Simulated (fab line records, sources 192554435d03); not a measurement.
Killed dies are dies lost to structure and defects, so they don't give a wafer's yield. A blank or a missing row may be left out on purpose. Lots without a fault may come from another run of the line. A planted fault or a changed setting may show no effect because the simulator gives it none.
Which tool did it? | flow n5_finfet | 22 lots, 66 wafers sampled, at 1 step of a route of 1938

WHAT THE GAUGES READ, wafer by wafer
N5_BEOL_M1_OVL_MEAS_29.
lot  | measured     | on         | V0_OVL (nm)
L075 | day 6 18:58  | overlay-02 | -0.4 -0.4 0.4
L074 | day 6 20:38  | overlay-01 | -1.0 -1.1 -1.3
L076 | day 6 23:16  | overlay-01 | -0.2 0.3 0.3
L078 | day 7 03:21  | overlay-02 | -0.1 -1.6 -0.8
L077 | day 7 03:26  | overlay-01 | 0.0 0.6 0.9
L080 | day 7 15:37  | overlay-02 | -0.6 -0.9 -0.7
L081 | day 7 20:54  | overlay-02 | -1.4 -0.7 0.4
L082 | day 7 23:59  | overlay-01 | 0.0 0.6 0.3
L083 | day 8 05:51  | overlay-01 | -2.1 -1.4 -1.2
L084 | day 8 09:02  | overlay-02 | 0.2 0.7 -0.7
L085 | day 9 08:47  | overlay-01 | -0.7 -0.9 -1.1
L086 | day 9 09:19  | overlay-02 | -0.3 -0.2 -0.1
L088 | day 9 22:35  | overlay-02 | 0.1 -0.2 -0.5
L089 | day 9 22:38  | overlay-01 | 0.6 0.2 -0.8
L090 | day 10 02:11 | overlay-02 | -2.0 -1.1 -0.2
L091 | day 10 07:14 | overlay-02 | -1.7 -0.1 -1.6
L092 | day 10 14:31 | overlay-02 | 0.5 0.0 0.0
L093 | day 10 20:53 | overlay-01 | 0.0 -0.6 -1.1
L094 | day 11 04:20 | overlay-01 | -0.9 -0.1 0.1
L095 | day 11 10:46 | overlay-01 | -0.2 -0.4 0.2
L096 | day 11 19:56 | overlay-01 | -0.2 -1.0 -0.3
L097 | day 11 23:09 | overlay-02 | -0.2 -1.1 -0.4

WHICH TOOL RAN EACH LOT (tool, then ch and the chambers of the sampled wafers, then the start)
The record holds no process step before these readings.

WHAT THE TOOLS THEMSELVES READ (means of the sampled wafers that have a number; where no wafer has one, the mark that the record gives instead)
The record holds no such reading with a usual standard deviation.

THE ANSWER, worked out from the rows above alone
Rule: what is usual is taken from the lots themselves. Put in order of their means at a reading, lots are off if they are a third of the lots or fewer, leave a main group of 4 or more, and stand apart from it by a gap of 3 or more times the standard deviation of the main group's means; of several such gaps the widest counts. A main group whose means are all the same, to the digits that the tables above print for the reading, isn't used. A lot without any number at a reading at which 4 lots or more have one is off too. The other lots that the step has rows for count as sound. The gauges are gone through in route order, then the tools' own readings, and for those a lot's mean is taken as printed above. The first step at which some lot is off is used, and at that step the reading that is off furthest; a lot without a number counts as furthest.
No lot is off at any reading shown: from this, nothing can be told.

WHAT THE SIMULATOR HAD PUT IN
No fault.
